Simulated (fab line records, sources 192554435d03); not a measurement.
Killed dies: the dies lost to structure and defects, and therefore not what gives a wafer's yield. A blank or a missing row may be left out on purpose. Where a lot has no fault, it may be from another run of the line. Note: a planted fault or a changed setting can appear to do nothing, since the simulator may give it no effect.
Which tool did it?	flow n5Finfet	Sampling: 21 lots, 63 wafers, 6 of 1938 route steps

## WHAT EACH GAUGE READ, for each wafer
No reading from a measuring or inspecting step in the record can be judged against a usual standard deviation.

## WHAT TOOL EACH LOT RAN ON (gives the tool, then ch and the chambers of the sampled wafers, and finally the start)
lot	N5_BEOL_M9_ETCH_61	N5_BEOL_M9_ETCH_62	N5_BEOL_M9_STRIP_19	N5_BEOL_M9_SURFACE_TREAT_79	N5_BEOL_M9_SPUTTER_48	N5_BEOL_M10_ILD_DEP_00
L074	rieDiel-02 ch 1,2, day 9 06:37	rieDiel-02 ch 1,2, day 9 06:40	rieDiel-02 ch 0,1,3, day 9 07:05	pvdSputter-03, day 9 10:01	pvdSputter-02, day 9 10:14	pecvd-02 ch 0,1, day 9 11:15
L076	rieDiel-04 ch 1,3, day 9 21:41	rieDiel-04 ch 1,3, day 9 21:44	rieDiel-02 ch 1,3, day 9 22:02	pvdSputter-03, day 10 01:10	pvdSputter-02, day 10 01:23	pecvd-02 ch 0,1,2, day 10 02:26
L075	rieDiel-02 ch 0,2,3, day 10 00:25	rieDiel-02 ch 0,2,3, day 10 00:28	rieDiel-02 ch 0,2, day 10 00:51	pvdSputter-02, day 10 03:27	pvdSputter-01, day 10 03:41	pecvd-01 ch 0,1,2, day 10 04:57
L079	rieDiel-02 ch 0,1,3, day 10 05:19	rieDiel-02 ch 0,1,3, day 10 05:22	rieDiel-02 ch 1,2, day 10 05:40	pvdSputter-03, day 10 08:11	pvdSputter-03, day 10 08:37	pecvd-02 ch 0,1, day 10 10:02
L078	rieDiel-05 ch 1,2,3, day 10 07:40	rieDiel-05 ch 1,2,3, day 10 07:43	rieDiel-05 ch 0,2,3, day 10 08:01	pvdSputter-03, day 10 10:10	pvdSputter-03, day 10 10:22	pecvd-03 ch 0,1,2, day 10 11:25
L081	rieDiel-04 ch 0,1,2, day 10 22:44	rieDiel-04 ch 0,1,2, day 10 22:47	rieDiel-02 ch 0,1,2, day 10 23:05	pvdSputter-02, day 11 03:07	pvdSputter-01, day 11 03:25	pecvd-03 ch 0,2, day 11 04:49
L080	rieDiel-02 ch 0,1,2, day 11 00:34	rieDiel-02 ch 0,1,2, day 11 00:37	rieDiel-02 ch 0,1,3, day 11 00:55	pvdSputter-01, day 11 04:06	pvdSputter-01, day 11 04:35	pecvd-01 ch 0,1, day 11 06:05
L082	rieDiel-05 ch 0,1, day 11 07:01	rieDiel-05 ch 0,1, day 11 07:04	rieDiel-05 ch 1,2, day 11 07:31	pvdSputter-01, day 11 10:09	pvdSputter-01, day 11 10:20	pecvd-01 ch 0,1,2, day 11 11:41
L084	rieDiel-02 ch 0,1,3, day 11 20:08	rieDiel-02 ch 0,1,3, day 11 20:11	rieDiel-02 ch 0,3, day 11 20:29	pvdSputter-03, day 12 01:35	pvdSputter-03, day 12 01:47	pecvd-03 ch 0,1,2, day 12 02:49
L083	rieDiel-05 ch 1,2,3, day 12 00:00	rieDiel-05 ch 1,2,3, day 12 00:03	rieDiel-02 ch 0,1,2, day 12 00:29	pvdSputter-02, day 12 02:53	pvdSputter-02, day 12 03:04	pecvd-02 ch 0,1,2, day 12 04:19
L086	rieDiel-02 ch 1,2, day 12 09:41	rieDiel-02 ch 1,2, day 12 09:44	rieDiel-02 ch 0,2, day 12 10:10	pvdSputter-01, day 12 14:26	pvdSputter-02, day 12 14:37	pecvd-02 ch 0,1,2, day 12 17:03
L087	rieDiel-04 ch 1,3, day 13 01:55	rieDiel-04 ch 1,3, day 13 01:58	rieDiel-02 ch 1,2, day 13 02:26	pvdSputter-02, day 13 04:50	pvdSputter-02, day 13 05:02	pecvd-02 ch 0,2, day 13 06:04
L090	rieDiel-04 ch 0,1,2, day 13 17:44	rieDiel-04 ch 0,1,2, day 13 17:47	rieDiel-04 ch 0,2,3, day 13 18:05	pvdSputter-03, day 13 22:35	pvdSputter-03, day 13 22:47	pecvd-03 ch 0,1,2, day 13 23:49
L091	rieDiel-05 ch 0,3, day 13 17:47	rieDiel-05 ch 0,3, day 13 17:50	rieDiel-04 ch 1,3, day 13 18:08	pvdSputter-01, day 13 22:04	pvdSputter-03, day 13 22:38	pecvd-02 ch 1,2, day 13 23:39
L089	rieDiel-05 ch 0,2,3, day 13 21:16	rieDiel-05 ch 0,2,3, day 13 21:19	rieDiel-05 ch 1,2,3, day 13 21:48	pvdSputter-03, day 14 00:05	pvdSputter-03, day 14 00:16	pecvd-01 ch 1,2, day 14 01:19
L093	rieDiel-05 ch 0,3, day 13 21:31	rieDiel-05 ch 0,3, day 13 21:34	rieDiel-05 ch 1,2,3, day 13 21:53	pvdSputter-02, day 14 00:40	pvdSputter-03, day 14 00:52	pecvd-03 ch 0,1,2, day 14 01:55
L092	rieDiel-02 ch 1,3, day 14 05:28	rieDiel-02 ch 1,3, day 14 05:31	rieDiel-04 ch 1,2,3, day 14 05:49	pvdSputter-03, day 14 08:34	pvdSputter-02, day 14 09:01	pecvd-01 ch 1,2, day 14 10:05
L094	rieDiel-05 ch 0,2,3, day 14 15:37	rieDiel-05 ch 0,2,3, day 14 15:40	rieDiel-02 ch 0,2, day 14 15:58	pvdSputter-03, day 14 19:07	pvdSputter-01, day 14 19:20	pecvd-02 ch 0,1, day 14 20:38
L095	rieDiel-02 ch 0,1,2, day 15 02:35	rieDiel-02 ch 0,1,2, day 15 02:38	rieDiel-02 ch 0,1,2, day 15 02:56	pvdSputter-03, day 15 06:19	pvdSputter-01, day 15 06:47	pecvd-03 ch 0,1, day 15 07:52
L096	rieDiel-04 ch 0,1,2, day 15 03:15	rieDiel-04 ch 0,1,2, day 15 03:18	rieDiel-04 ch 0,1,3, day 15 03:38	pvdSputter-02, day 15 07:37	pvdSputter-01, day 15 07:50	pecvd-01 ch 0,1,2, day 15 09:46
L097	rieDiel-04 ch 0,2,3, day 15 07:17	rieDiel-04 ch 0,2,3, day 15 07:20	rieDiel-02 ch 0,1,2, day 15 07:44	pvdSputter-01, day 15 13:01	pvdSputter-02, day 15 13:30	pecvd-03 ch 0,1,2, day 15 14:35
- N5_BEOL_M9_ETCH_61: etches SiARC in CF4, target depth 39 nm, time 65 s.
- N5_BEOL_M9_ETCH_62: etches SOC in N2/H2, target depth 110 nm, overetch 22 nm, time 165 s.
- N5_BEOL_M9_STRIP_19: strips in O2.
- N5_BEOL_M9_SURFACE_TREAT_79
- N5_BEOL_M9_SPUTTER_48: material Cu, target thk 12 nm, time 2 s.
- N5_BEOL_M10_ILD_DEP_00: deposits SiCOH lowk from DEMS/porogen, target thk 308.51 nm, time 58 s.

## AS READ BY THE TOOLS THEMSELVES (means over the sampled wafers that have a number; for cases with no such wafer, the mark the record gives instead)
N5_BEOL_M9_ETCH_61. Usual: value, then standard deviation, for each; drypumpMotorCurrentA 5.9 A / 0.39; etchRfOnTimeS 65.1 s / 1.2; mfcArSccm 100.1 sccm / 0.31; oesProductAu 0.65 a.u. / 0.07; rfVppV 183.9 V / 1.1; showerheadPlenumPTorr 2.13 Torr / 0.057; throttleValvePct 15.70 % / 0.26.
lot	tool	drypumpMotorCurrentA (A)	etchRfOnTimeS (s)	mfcArSccm (sccm)	oesProductAu (a.u.)	rfVppV (V)	showerheadPlenumPTorr (Torr)	throttleValvePct (%)	flag
L074	rieDiel-02	6.1	65.5	100.3	0.64	184.8	2.12	15.85	
L076	rieDiel-04	5.3	64.0	100.2	0.83	184.4	2.13	15.17	
L075	rieDiel-02	6.0	64.9	100.1	0.61	184.6	2.15	15.72	
L079	rieDiel-02	5.9	66.1	100.4	0.62	183.8	2.10	15.76	
L078	rieDiel-05	5.9	65.4	100.0	0.62	184.8	2.17	15.66	
L081	rieDiel-04	5.5	66.1	99.7	0.65	183.6	2.12	15.76	
L080	rieDiel-02	6.0	65.7	100.2	0.62	183.6	2.13	15.85	
L082	rieDiel-05	6.2	64.5	100.2	0.65	184.7	2.18	15.77	
L084	rieDiel-02	5.9	65.9	100.0	0.61	183.9	2.09	15.78	
L083	rieDiel-05	5.9	65.0	100.2	0.61	183.0	2.16	15.67	
L086	rieDiel-02	6.1	65.4	100.5	0.62	183.9	2.11	15.89	
L087	rieDiel-04	5.3	64.5	99.9	0.77	183.8	2.13	15.21	
L090	rieDiel-04	5.5	65.7	100.2	0.63	183.8	2.11	15.80	
L091	rieDiel-05	6.1	64.3	99.9	0.65	183.2	2.10	15.76	
L089	rieDiel-05	5.8	64.8	100.1	0.63	183.4	2.14	15.72	
L093	rieDiel-05	6.1	63.6	100.1	0.67	183.6	2.13	15.80	
L092	rieDiel-02	5.9	65.6	100.2	0.69	183.3	2.08	15.68	
L094	rieDiel-05	5.8	64.6	100.0	0.63	184.7	2.14	15.74	
L095	rieDiel-02	6.1	66.0	100.0	0.60	184.6	2.12	15.92	
L096	rieDiel-04	5.5	65.4	99.9	0.63	183.5	2.11	15.83	
L097	rieDiel-04	5.6	65.3	99.9	0.65	183.5	2.09	15.62	

N5_BEOL_M9_ETCH_62. Usual: drypumpMotorCurrentA 5.9 A, standard deviation 0.39; oesProductAu 0.64 a.u., standard deviation 0.065; rfVppV 523.3 V, standard deviation 2.2; showerheadPlenumPTorr 2.52 Torr, standard deviation 0.076; throttleValvePct 17.85 %, standard deviation 0.29.
lot	tool	drypumpMotorCurrentA (A)	oesProductAu (a.u.)	rfVppV (V)	showerheadPlenumPTorr (Torr)	throttleValvePct (%)	flag
L074	rieDiel-02	6.1	0.63	523.5	2.51	18.11	
L076	rieDiel-04	5.3	0.81	524.4	2.52	17.32	
L075	rieDiel-02	6.0	0.61	524.1	2.55	17.92	
L079	rieDiel-02	5.9	0.62	522.0	2.49	18.01	
L078	rieDiel-05	5.9	0.61	524.5	2.56	17.75	
L081	rieDiel-04	5.5	0.65	522.5	2.51	17.91	
L080	rieDiel-02	6.1	0.62	523.4	2.53	18.08	
L082	rieDiel-05	6.2	0.65	524.2	2.58	17.91	
L084	rieDiel-02	5.9	0.62	521.2	2.48	18.03	
L083	rieDiel-05	5.9	0.60	524.0	2.56	17.78	
L086	rieDiel-02	6.1	0.62	522.7	2.50	18.15	
L087	rieDiel-04	5.3	0.76	523.2	2.52	17.35	
L090	rieDiel-04	5.5	0.64	522.2	2.50	17.93	
L091	rieDiel-05	6.1	0.65	522.5	2.46	17.75	
L089	rieDiel-05	5.8	0.63	524.1	2.53	17.81	
L093	rieDiel-05	6.1	0.65	523.1	2.51	17.87	
L092	rieDiel-02	5.9	0.68	521.4	2.46	17.99	
L094	rieDiel-05	5.8	0.63	523.6	2.53	17.83	
L095	rieDiel-02	6.0	0.60	522.3	2.51	18.14	
L096	rieDiel-04	5.5	0.62	522.8	2.50	17.93	
L097	rieDiel-04	5.6	0.64	521.4	2.47	17.72	

N5_BEOL_M9_STRIP_19. Usual: drypumpMotorCurrentA 5.9 A, standard deviation 0.35; oesProductAu 0.74 a.u., standard deviation 0.062; rfVppV 3.7 V, standard deviation 0.57; showerheadPlenumPTorr 2.09 Torr, standard deviation 0.062; throttleValvePct 16.82 %, standard deviation 0.23.
lot	tool	drypumpMotorCurrentA (A)	oesProductAu (a.u.)	rfVppV (V)	showerheadPlenumPTorr (Torr)	throttleValvePct (%)	flag
L074	rieDiel-02	5.9	0.74	4.3	2.06	16.82	
L076	rieDiel-02	5.9	0.73	3.5	2.05	16.70	
L075	rieDiel-02	6.0	0.73	3.8	2.11	16.92	
L079	rieDiel-02	6.2	0.74	3.6	2.13	16.93	
L078	rieDiel-05	5.8	0.76	3.5	2.11	16.73	
L081	rieDiel-02	6.1	0.74	3.9	2.09	16.94	
L080	rieDiel-02	5.9	0.73	4.0	2.05	16.84	
L082	rieDiel-05	5.6	0.69	3.6	2.17	16.67	
L084	rieDiel-02	5.8	0.71	3.6	2.07	16.82	
L083	rieDiel-02	6.0	0.73	3.6	2.09	16.97	
L086	rieDiel-02	6.1	0.71	3.2	2.14	16.92	
L087	rieDiel-02	6.2	0.71	3.8	2.12	16.96	
L090	rieDiel-04	5.6	0.77	4.1	2.04	16.64	
L091	rieDiel-04	5.2	0.90	4.1	2.09	16.34	
L089	rieDiel-05	5.9	0.79	4.4	2.12	16.57	
L093	rieDiel-05	5.9	0.78	3.7	2.12	16.58	
L092	rieDiel-04	5.6	0.83	3.9	2.09	16.61	
L094	rieDiel-02	6.1	0.70	3.9	2.14	16.93	
L095	rieDiel-02	6.0	0.70	3.8	2.08	17.02	
L096	rieDiel-04	5.2	0.80	4.3	2.05	16.57	
L097	rieDiel-02	6.0	0.71	3.5	2.08	17.02	

N5_BEOL_M9_SPUTTER_48. Usual: chuckGasFlowSccm 1.26 sccm, standard deviation 0.047; chuckSensorTempC -15.7 C, standard deviation 0.53; substrateTempC -20.00 C, standard deviation 0.11; throttleValvePct 30.4 %, standard deviation 0.85.
lot	tool	chuckGasFlowSccm (sccm)	chuckSensorTempC (C)	substrateTempC (C)	throttleValvePct (%)	flag
L074	pvdSputter-02	1.25	-15.2	-20.01	30.4	
L076	pvdSputter-02	1.22	-15.3	-19.99	29.7	
L075	pvdSputter-01	1.28	-16.1	-19.92	31.1	
L079	pvdSputter-03	1.28	-15.7	-20.04	29.5	
L078	pvdSputter-03	1.27	-15.8	-20.09	29.5	
L081	pvdSputter-01	1.29	-15.9	-19.98	31.6	
L080	pvdSputter-01	1.22	-16.0	-19.99	31.1	
L082	pvdSputter-01	1.26	-16.1	-19.92	30.6	
L084	pvdSputter-03	1.24	-15.9	-19.97	30.9	
L083	pvdSputter-02	1.26	-15.1	-20.02	30.7	
L086	pvdSputter-02	1.24	-15.5	-20.06	30.3	
L087	pvdSputter-02	1.26	-15.3	-20.01	30.3	
L090	pvdSputter-03	1.27	-15.7	-20.04	30.2	
L091	pvdSputter-03	1.28	-15.7	-19.91	29.6	
L089	pvdSputter-03	1.31	-15.8	-19.94	29.7	
L093	pvdSputter-03	1.27	-15.9	-20.05	29.6	
L092	pvdSputter-02	1.26	-15.3	-20.03	29.8	
L094	pvdSputter-01	1.27	-16.3	-20.02	30.8	
L095	pvdSputter-01	1.28	-16.4	-20.05	31.5	
L096	pvdSputter-01	1.28	-16.2	-19.98	30.7	
L097	pvdSputter-02	1.22	-15.1	-19.90	30.1	

N5_BEOL_M10_ILD_DEP_00. Usual: heaterPowerW 298 W, standard deviation 46; showerheadPlenumPTorr 5.743 Torr, standard deviation 0.014; throttleValvePct 14.1 %, standard deviation 0.95.
lot	tool	heaterPowerW (W)	showerheadPlenumPTorr (Torr)	throttleValvePct (%)	flag
L074	pecvd-02	294	5.748	13.8	
L076	pecvd-02	285	5.738	13.5	
L075	pecvd-01	296	5.742	15.0	
L079	pecvd-02	281	5.751	13.9	
L078	pecvd-03	297	5.747	13.8	
L081	pecvd-03	273	5.743	14.1	
L080	pecvd-01	318	5.745	15.8	
L082	pecvd-01	338	5.743	15.1	
L084	pecvd-03	284	5.752	13.9	
L083	pecvd-02	276	5.742	13.7	
L086	pecvd-02	277	5.738	13.8	
L087	pecvd-02	306	5.734	13.4	
L090	pecvd-03	272	5.740	13.8	
L091	pecvd-02	272	5.747	13.4	
L089	pecvd-01	337	5.751	14.7	
L093	pecvd-03	300	5.743	13.9	
L092	pecvd-01	351	5.751	15.7	
L094	pecvd-02	310	5.747	14.3	
L095	pecvd-03	275	5.733	14.2	
L096	pecvd-01	321	5.742	15.1	
L097	pecvd-03	296	5.746	13.9	

## THE ANSWER, worked out from the rows above alone
Rule: take the mean of a lot's wafers that have a number; if it is more than 3 standard deviations from the usual mean, the lot is off. Also off: a lot with no number at a reading for which 4 or more lots have one. Any other lot the step has rows for is counted as sound. First the gauges in route order, then the tools' own readings, where a lot's mean is used as printed above. The first step at which some lot is off is used, and at that step the reading that is off furthest; a lot without a number counts as furthest.
None of the lots is off at any reading shown; this tells nothing.

## WHAT THE SIMULATOR PUT IN
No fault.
